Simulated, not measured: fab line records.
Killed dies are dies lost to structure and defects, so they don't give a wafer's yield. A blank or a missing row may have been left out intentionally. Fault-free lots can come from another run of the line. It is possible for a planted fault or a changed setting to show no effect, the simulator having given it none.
Chamber matching    flow n5-finfet    N5_BEOL_M4_ETCH_77 on rie-diel-04 has 4 sister chambers
The step etches underlayer in N2/H2, target depth 6.5 nm, time 5.2 s. 18 wafers are shown with their chamber, then 9 later ones without.

WAFERS WITH THEIR CHAMBER
wafer   chamber  drypump-motor-current-A (A)  showerhead-plenum-p-Torr (Torr)  throttle-valve-pct (%)
L075.1  0        5.5                          2.47                             17.50
L075.5  2        5.6                          2.63                             18.21
L075.6  3        5.6                          2.69                             17.84
L076.1  2        5.6                          2.63                             18.19
L076.2  0        5.5                          2.47                             17.51
L076.3  1        6.2                          2.70                             17.88
L076.4  3        5.7                          2.69                             17.79
L076.5  0        5.5                          2.47                             17.53
L076.6  3        5.7                          2.69                             17.82
L083.2  3        5.7                          2.68                             17.85
L083.5  3        5.7                          2.68                             17.83
L083.6  0        5.5                          2.46                             17.53
L082.1  1        6.2                          2.70                             17.87
L082.4  2        5.6                          2.62                             18.22
L082.5  2        5.6                          2.62                             18.19
L087.3  0        5.5                          2.46                             17.54
L087.4  3        5.7                          2.68                             17.87
L087.6  2        5.6                          2.62                             18.26

SIGNATURES, as means of the wafers listed above
reading                   chamber 0  chamber 1  chamber 2  chamber 3  scatter within a chamber
drypump-motor-current-A   5.500      6.200      5.600      5.683      0.0244
showerhead-plenum-p-Torr  2.4660     2.7000     2.6240     2.6850     0.00528
throttle-valve-pct        17.5220    17.8750    18.2140    17.8333    0.0242
Rule: a wafer lies at a distance from a chamber equal to the root of the sum of squares, over the readings, of (its reading less the chamber's mean, divided by the reading's scatter). If the next closest chamber is less than 2 further off than the closest, the wafer can't be placed; otherwise it belongs to the closest. How the scatter is found: for the shown wafers, subtract from each reading the mean of its chamber, square and add these, divide the total by (wafers less chambers), then take the root.

WAFERS MISSING THEIR CHAMBER
wafer   drypump-motor-current-A (A)  showerhead-plenum-p-Torr (Torr)  throttle-valve-pct (%)
L088.1  6.2                          2.70                             17.91
L088.2  5.5                          2.46                             17.51
L088.6  5.4                          2.46                             17.53
L091.1  5.7                          2.67                             17.89
L091.4  6.2                          2.69                             17.92
L091.6  5.6                          2.61                             18.26
L093.3  5.5                          2.45                             17.57
L093.4  5.6                          2.67                             17.89
L093.6  6.2                          2.69                             17.94

THE CHAMBER EACH PASSED THROUGH
wafer   from the rows above  in truth
L088.1  1                    1
L088.2  0                    0
L088.6  0                    0
L091.1  3                    3
L091.4  1                    1
L091.6  2                    2
L093.3  0                    0
L093.4  3                    3
L093.6  1                    1
9 of 9 placed correctly. From these rows, 0 cannot be placed. Number placed wrongly: 0.
